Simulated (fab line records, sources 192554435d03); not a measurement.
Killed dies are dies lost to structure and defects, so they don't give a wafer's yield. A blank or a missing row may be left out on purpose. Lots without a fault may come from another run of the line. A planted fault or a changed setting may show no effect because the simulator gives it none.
Which tool did it? | flow n5_finfet | 23 lots, 69 wafers sampled, at 3 steps of a route of 1938

WHAT THE GAUGES READ, wafer by wafer
N5_BEOL_M5_CD_MEAS_35: target cd 28 nm, target cd y 24 nm.
lot  | measured     | on        | cd_nm (nm)
L074 | day 8 04:05  | cd_sem-02 | 27.3 28.0 27.6
L075 | day 8 04:28  | cd_sem-03 | 28.0 28.0 27.9
L076 | day 8 19:41  | cd_sem-03 | 27.8 28.0 28.1
L077 | day 8 21:41  | cd_sem-03 | 27.9 27.3 27.4
L078 | day 9 01:32  | cd_sem-01 | 28.0 27.7 28.1
L080 | day 9 22:50  | cd_sem-02 | 27.7 28.3 28.3
L081 | day 10 01:20 | cd_sem-03 | 27.5 27.8 27.8
L082 | day 10 03:46 | cd_sem-01 | 28.1 27.9 28.1
L083 | day 10 03:59 | cd_sem-01 | 28.5 28.4 28.2
L084 | day 10 21:10 | cd_sem-03 | 27.5 27.2 27.3
L086 | day 11 10:06 | cd_sem-01 | 28.0 27.8 27.6
L085 | day 11 14:20 | cd_sem-03 | 27.9 27.4 27.4
L089 | day 11 16:21 | cd_sem-01 | 27.1 27.5 27.7
L087 | day 11 16:47 | cd_sem-01 | 28.2 28.2 28.3
L088 | day 12 00:01 | cd_sem-01 | 27.9 28.2 28.0
L090 | day 12 14:16 | cd_sem-03 | 27.8 28.3 28.1
L091 | day 12 20:28 | cd_sem-02 | 27.9 28.3 28.2
L093 | day 12 20:45 | cd_sem-01 | 28.4 28.0 28.1
L092 | day 13 00:49 | cd_sem-03 | 27.7 27.4 27.7
L094 | day 13 01:23 | cd_sem-03 | 27.5 27.5 27.6
L097 | day 13 20:46 | cd_sem-03 | 28.0 27.5 27.7
L095 | day 14 00:01 | cd_sem-01 | 28.3 28.3 28.4
L096 | day 14 03:20 | cd_sem-03 | 28.4 27.9 28.0

WHICH TOOL RAN EACH LOT (tool, then ch and the chambers of the sampled wafers, then the start)
lot  | N5_BEOL_M5_ETCH_75                 | N5_BEOL_M5_STRIP_36
L074 | rie_diel-01 ch 1,3, day 8 03:33    | rie_diel-01 ch 1,3, day 8 03:45
L075 | rie_diel-02 ch 0,2,3, day 8 03:56  | rie_diel-02 ch 0,2,3, day 8 04:07
L076 | rie_diel-01 ch 0,2, day 8 19:08    | rie_diel-01 ch 0,2, day 8 19:19
L077 | rie_diel-01 ch 0,1,3, day 8 21:07  | rie_diel-01 ch 0,1,3, day 8 21:19
L078 | rie_diel-06 ch 0,1,2, day 9 00:59  | rie_diel-06 ch 0,1,2, day 9 01:11
L080 | rie_diel-06 ch 0,2,3, day 9 22:17  | rie_diel-06 ch 0,2,3, day 9 22:29
L081 | rie_diel-01 ch 0,3, day 10 00:42   | rie_diel-01 ch 0,3, day 10 00:53
L082 | rie_diel-01 ch 0,2,3, day 10 03:13 | rie_diel-01 ch 0,2,3, day 10 03:25
L083 | rie_diel-06 ch 1,3, day 10 03:22   | rie_diel-06 ch 1,3, day 10 03:33
L084 | rie_diel-06 ch 2,3, day 10 20:37   | rie_diel-06 ch 2,3, day 10 20:49
L086 | rie_diel-06 ch 0,2, day 11 09:33   | rie_diel-06 ch 0,2, day 11 09:44
L085 | rie_diel-02 ch 1,2,3, day 11 13:47 | rie_diel-02 ch 1,2,3, day 11 13:59
L089 | rie_diel-06 ch 0,1,2, day 11 15:49 | rie_diel-06 ch 0,1,2, day 11 16:01
L087 | rie_diel-01 ch 0,2, day 11 16:14   | rie_diel-01 ch 0,2, day 11 16:26
L088 | rie_diel-02 ch 0,2,3, day 11 23:28 | rie_diel-02 ch 0,2,3, day 11 23:39
L090 | rie_diel-02 ch 0,1,3, day 12 13:43 | rie_diel-02 ch 0,1,3, day 12 13:54
L091 | rie_diel-06 ch 1,2,3, day 12 19:55 | rie_diel-06 ch 1,2,3, day 12 20:07
L093 | rie_diel-01 ch 0,1,2, day 12 20:11 | rie_diel-01 ch 0,1,2, day 12 20:23
L092 | rie_diel-06 ch 0,1,2, day 13 00:16 | rie_diel-06 ch 0,1,2, day 13 00:28
L094 | rie_diel-02 ch 0,2,3, day 13 00:50 | rie_diel-02 ch 0,2,3, day 13 01:02
L097 | rie_diel-06 ch 0,2,3, day 13 20:13 | rie_diel-06 ch 0,2,3, day 13 20:25
L095 | rie_diel-02 ch 1,3, day 13 23:29   | rie_diel-02 ch 1,3, day 13 23:40
L096 | rie_diel-01 ch 0,1,2, day 14 02:47 | rie_diel-01 ch 0,1,2, day 14 02:59
- N5_BEOL_M5_ETCH_75: etches underlayer in N2/H2, target depth 6.5 nm, time 5.2 s.
- N5_BEOL_M5_STRIP_36: strips in N2/H2.

WHAT THE TOOLS THEMSELVES READ (means of the sampled wafers that have a number; where no wafer has one, the mark that the record gives instead)
N5_BEOL_M5_ETCH_75.
lot  | tool        | chamber_pressure_mTorr (mTorr) | drypump_motor_current_A (A) | etch_rf_on_time_s (s) | h2_flow_sccm (sccm) | oes_product_au (a.u.) | rf_vpp_V (V) | showerhead_plenum_p_Torr (Torr) | throttle_valve_pct (%)
L074 | rie_diel-01 | 30.01                          | 5.4                         | 5.11                  | 199.9               | 0.61                  | 524.1        | 2.56                            | 18.05
L075 | rie_diel-02 | 29.99                          | 5.4                         | 5.22                  | 200.3               | 0.69                  | 523.5        | 2.56                            | 17.73
L076 | rie_diel-01 | 30.01                          | 6.0                         | 5.24                  | 200.4               | 0.64                  | 522.4        | 2.47                            | 17.67
L077 | rie_diel-01 | 30.01                          | 5.3                         | 5.16                  | 200.4               | 0.62                  | 521.3        | 2.50                            | 17.90
L078 | rie_diel-06 | 30.02                          | 5.1                         | 5.23                  | 200.2               | 0.64                  | 521.5        | 2.47                            | 17.98
L080 | rie_diel-06 | 30.02                          | 5.4                         | 5.31                  | 199.3               | 0.60                  | 522.2        | 2.46                            | 18.00
L081 | rie_diel-01 | 29.98                          | 5.6                         | 5.13                  | 200.0               | 0.62                  | 520.1        | 2.46                            | 17.95
L082 | rie_diel-01 | 29.96                          | 5.8                         | 5.09                  | 200.0               | 0.63                  | 521.6        | 2.46                            | 17.83
L083 | rie_diel-06 | 29.98                          | 5.2                         | 5.23                  | 199.6               | 0.62                  | 520.4        | 2.43                            | 17.87
L084 | rie_diel-06 | 29.95                          | 5.2                         | 5.21                  | 199.7               | 0.61                  | 519.2        | 2.42                            | 17.88
L086 | rie_diel-06 | 30.01                          | 5.3                         | 5.27                  | 199.9               | 0.61                  | 523.7        | 2.50                            | 18.15
L085 | rie_diel-02 | 29.97                          | 5.8                         | 5.18                  | 200.7               | 0.64                  | 522.3        | 2.46                            | 17.81
L089 | rie_diel-06 | 29.95                          | 5.1                         | 5.22                  | 200.0               | 0.62                  | 522.5        | 2.46                            | 18.02
L087 | rie_diel-01 | 29.98                          | 6.0                         | 5.16                  | 200.5               | 0.61                  | 521.0        | 2.46                            | 17.71
L088 | rie_diel-02 | 30.00                          | 5.4                         | 5.25                  | 200.0               | 0.66                  | 523.1        | 2.55                            | 17.77
L090 | rie_diel-02 | 29.99                          | 5.8                         | 5.15                  | 200.4               | 0.67                  | 524.3        | 2.55                            | 17.74
L091 | rie_diel-06 | 29.99                          | 5.2                         | 5.20                  | 200.4               | 0.68                  | 524.5        | 2.52                            | 17.76
L093 | rie_diel-01 | 29.99                          | 5.5                         | 5.19                  | 199.7               | 0.60                  | 524.0        | 2.49                            | 17.86
L092 | rie_diel-06 | 29.97                          | 5.2                         | 5.21                  | 200.4               | 0.61                  | 519.8        | 2.46                            | 18.03
L094 | rie_diel-02 | 29.98                          | 5.4                         | 5.16                  | 199.5               | 0.66                  | 524.5        | 2.54                            | 17.78
L097 | rie_diel-06 | 29.99                          | 5.4                         | 5.28                  | 199.7               | 0.67                  | 523.9        | 2.55                            | 17.92
L095 | rie_diel-02 | 30.02                          | 6.2                         | 5.14                  | 199.7               | 0.64                  | 522.6        | 2.46                            | 17.81
L096 | rie_diel-01 | 29.99                          | 5.5                         | 5.18                  | 200.3               | 0.60                  | 523.2        | 2.48                            | 17.86

N5_BEOL_M5_STRIP_36.
lot  | tool        | chamber_pressure_mTorr (mTorr) | drypump_motor_current_A (A) | h2_flow_sccm (sccm) | oes_product_au (a.u.) | rf_vpp_V (V) | showerhead_plenum_p_Torr (Torr) | throttle_valve_pct (%)
L074 | rie_diel-01 | 20.02                          | 5.4                         | 200.9               | 0.70                  | 58.9         | 2.55                            | 23.91
L075 | rie_diel-02 | 20.02                          | 5.4                         | 200.5               | 0.81                  | 59.0         | 2.55                            | 23.54
L076 | rie_diel-01 | 19.99                          | 6.0                         | 199.7               | 0.74                  | 58.2         | 2.47                            | 23.41
L077 | rie_diel-01 | 20.04                          | 5.3                         | 199.6               | 0.73                  | 57.9         | 2.49                            | 23.74
L078 | rie_diel-06 | 20.00                          | 5.2                         | 199.7               | 0.74                  | 59.4         | 2.47                            | 23.74
L080 | rie_diel-06 | 20.03                          | 5.4                         | 200.1               | 0.70                  | 59.0         | 2.45                            | 23.85
L081 | rie_diel-01 | 19.97                          | 5.6                         | 199.4               | 0.72                  | 59.1         | 2.45                            | 23.81
L082 | rie_diel-01 | 20.00                          | 5.8                         | 200.1               | 0.73                  | 60.0         | 2.46                            | 23.64
L083 | rie_diel-06 | 20.00                          | 5.1                         | 200.4               | 0.73                  | 59.5         | 2.42                            | 23.64
L084 | rie_diel-06 | 20.02                          | 5.2                         | 199.7               | 0.71                  | 59.0         | 2.42                            | 23.65
L086 | rie_diel-06 | 19.97                          | 5.4                         | 199.8               | 0.72                  | 58.9         | 2.50                            | 23.99
L085 | rie_diel-02 | 20.00                          | 5.8                         | 199.6               | 0.74                  | 58.7         | 2.46                            | 23.60
L089 | rie_diel-06 | 20.00                          | 5.2                         | 200.5               | 0.72                  | 60.4         | 2.46                            | 23.77
L087 | rie_diel-01 | 20.03                          | 6.0                         | 199.8               | 0.73                  | 58.2         | 2.46                            | 23.46
L088 | rie_diel-02 | 20.03                          | 5.4                         | 199.6               | 0.77                  | 60.7         | 2.54                            | 23.56
L090 | rie_diel-02 | 20.02                          | 5.8                         | 200.0               | 0.78                  | 59.8         | 2.55                            | 23.53
L091 | rie_diel-06 | 19.99                          | 5.2                         | 200.3               | 0.82                  | 60.8         | 2.52                            | 23.57
L093 | rie_diel-01 | 20.01                          | 5.5                         | 200.1               | 0.70                  | 59.0         | 2.48                            | 23.61
L092 | rie_diel-06 | 19.98                          | 5.2                         | 200.0               | 0.72                  | 58.5         | 2.45                            | 23.81
L094 | rie_diel-02 | 20.02                          | 5.4                         | 199.8               | 0.76                  | 57.8         | 2.54                            | 23.58
L097 | rie_diel-06 | 19.99                          | 5.4                         | 200.1               | 0.79                  | 59.6         | 2.55                            | 23.79
L095 | rie_diel-02 | 19.99                          | 6.2                         | 199.9               | 0.73                  | 56.9         | 2.45                            | 23.58
L096 | rie_diel-01 | 19.98                          | 5.5                         | 199.4               | 0.70                  | 59.1         | 2.48                            | 23.62

THE ANSWER, worked out from the rows above alone
Rule: what is usual is taken from the lots themselves. Put in order of their means at a reading, lots are off if they are a third of the lots or fewer, leave a main group of 4 or more, and stand apart from it by a gap of 3 or more times the standard deviation of the main group's means; of several such gaps the widest counts. A main group whose means are all the same, to the digits that the tables above print for the reading, isn't used. A lot without any number at a reading at which 4 lots or more have one is off too. The other lots that the step has rows for count as sound. The gauges are gone through in route order, then the tools' own readings, and for those a lot's mean is taken as printed above. The first step at which some lot is off is used, and at that step the reading that is off furthest; a lot without a number counts as furthest.
No lot is off at any reading shown: from this, nothing can be told.

WHAT THE SIMULATOR HAD PUT IN
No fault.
